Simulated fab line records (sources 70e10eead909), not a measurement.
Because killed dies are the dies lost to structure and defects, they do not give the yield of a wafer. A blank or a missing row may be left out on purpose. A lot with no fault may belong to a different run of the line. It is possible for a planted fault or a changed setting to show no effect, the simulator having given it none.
Matching of chambers    flow nand harc    4 sister chambers for NHARC_P_GATE_DESCUM_93 on rie diel-10
The step chemistry O2, time 3 s. 4 wafers are shown with their chamber, then 11 later ones without.

WAFERS WITH THEIR CHAMBER
wafer   chamber  drypump motor current A (A)
L090.5  0        5.3
L091.2  1        6.0
L091.3  2        5.5
L092.4  3        5.7

WAFERS WHOSE CHAMBER IS MISSING
wafer   drypump motor current A (A)
L092.5  5.7
L092.6  5.5
L093.2  6.0
L093.3  5.5
L093.6  5.7
L095.1  5.4
L095.3  5.4
L095.4  5.8
L097.2  6.0
L097.4  5.8
L097.5  5.4

WHICH CHAMBER EACH ONE RAN IN
wafer   from the rows above      in truth
L092.5  3                        3
L092.6  2                        2
L093.2  1                        1
L093.3  2                        2
L093.6  3                        3
L095.1  can't be placed: 2 or 0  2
L095.3  can't be placed: 2 or 0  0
L095.4  can't be placed: 3 or 1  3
L097.2  1                        1
L097.4  can't be placed: 3 or 1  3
L097.5  can't be placed: 2 or 0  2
Correct placement for 6 of the 11. Not placeable from these rows: 5 (in 5, the candidates include the true chamber). 0 placed wrongly.
How it was worked out, from the rows above alone: a wafer's distance from a chamber is the root of the sum, over the readings, of the square of ((its reading less the chamber's mean) divided by the reading's scatter). The wafer belongs to the nearest chamber; if the next one is less than 2 further off, it can't be placed. The mean given for a chamber averages the wafers shown for that chamber. The scatter (one wafer shown for each chamber): square how far every hidden wafer sits from the nearest shown wafer, average those squares and take the square root.
